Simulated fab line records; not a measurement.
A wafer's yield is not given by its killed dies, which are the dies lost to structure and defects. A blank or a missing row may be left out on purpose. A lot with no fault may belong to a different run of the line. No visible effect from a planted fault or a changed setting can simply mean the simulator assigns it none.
Which tool did it? -- flow nand_harc -- 6 lots, 18 wafers sampled, at 5 steps of a route of 1159

## WHAT THE GAUGES SHOWED, per wafer
NHARC_END_SORT_01.
lot,measured,on,sort_bin_3_pct (%)
L932,day 21 05:14,prober-01,0.44 0 0.44
L934,day 21 22:28,prober-01,0 0.44 0.44
L944,day 23 12:02,prober-02,3.99 4.58 4.28

## TOOL THAT RAN EACH LOT (tool first, then ch and the chambers of the sampled wafers, then the start)
lot,NHARC_P_M0_ETCH_15,NHARC_A_M1_DEP_33,NHARC_THIN_TSV_PVD_51,NHARC_THIN_TSV_PRE_CLEAN_54
L929,"rie_diel-09 ch 1,2,3, day 6 13:13","pecvd-03 ch 0,1, day 18 05:32","pvd_sputter-02, day 20 04:10 or earlier","pvd_sputter-01, day 20 04:10"
L932,"rie_diel-09 ch 0,1,3, day 7 07:10","pecvd-03 ch 1,2, day 19 11:07","pvd_sputter-02, day 20 09:50 or earlier","pvd_sputter-01, day 20 09:50"
L934,"rie_diel-02 ch 0,2,3, day 7 17:19","pecvd-03 ch 0,1,2, day 19 22:37","pvd_sputter-03, day 21 01:58 or earlier","pvd_sputter-03, day 21 01:58"
L938,"rie_diel-09 ch 0,1,2, day 8 22:36","pecvd-01 ch 0,1,2, day 20 22:17","pvd_sputter-02, day 21 20:49 or earlier","pvd_sputter-01, day 21 20:49"
L940,"rie_diel-09 ch 0,1,3, day 9 17:10","pecvd-02 ch 0,2, day 21 09:29","pvd_sputter-01, day 22 07:31 or earlier","pvd_sputter-01, day 22 07:31"
L944,"rie_diel-09 ch 1,2,3, day 10 00:39","pecvd-02 ch 0,1,2, day 22 04:36","pvd_sputter-01, day 23 04:44 or earlier","pvd_sputter-03, day 23 04:44"
- NHARC_P_M0_ETCH_15: etches the open film in C4F8/Ar, target depth 150 nm, overetch 15 nm, time 82.5 s.
- NHARC_A_M1_DEP_33: deposits SiCN, target thk 30 nm.
- NHARC_THIN_TSV_PVD_51: deposits Cu, target thk 100 nm.
- NHARC_THIN_TSV_PRE_CLEAN_54: time 30 s.

## THE ANSWER, worked out from the rows above alone
Rule: usual is defined by the lots themselves. Put in order of their means at a reading, lots are off if they are a third of the lots or fewer, leave a main group of 4 or more, and stand apart from it by a gap of 3 or more times the standard deviation of the main group's means; of several such gaps the widest counts. A main group is skipped when, at the precision printed for the reading in the tables above, its means are all equal. Also off: a lot with no number at a reading for which 4 or more lots have one. The other lots that the step has rows for count as sound.
No lot is off on any of the readings shown, so nothing can be concluded from this.

## WHAT WAS PUT IN BY THE SIMULATOR
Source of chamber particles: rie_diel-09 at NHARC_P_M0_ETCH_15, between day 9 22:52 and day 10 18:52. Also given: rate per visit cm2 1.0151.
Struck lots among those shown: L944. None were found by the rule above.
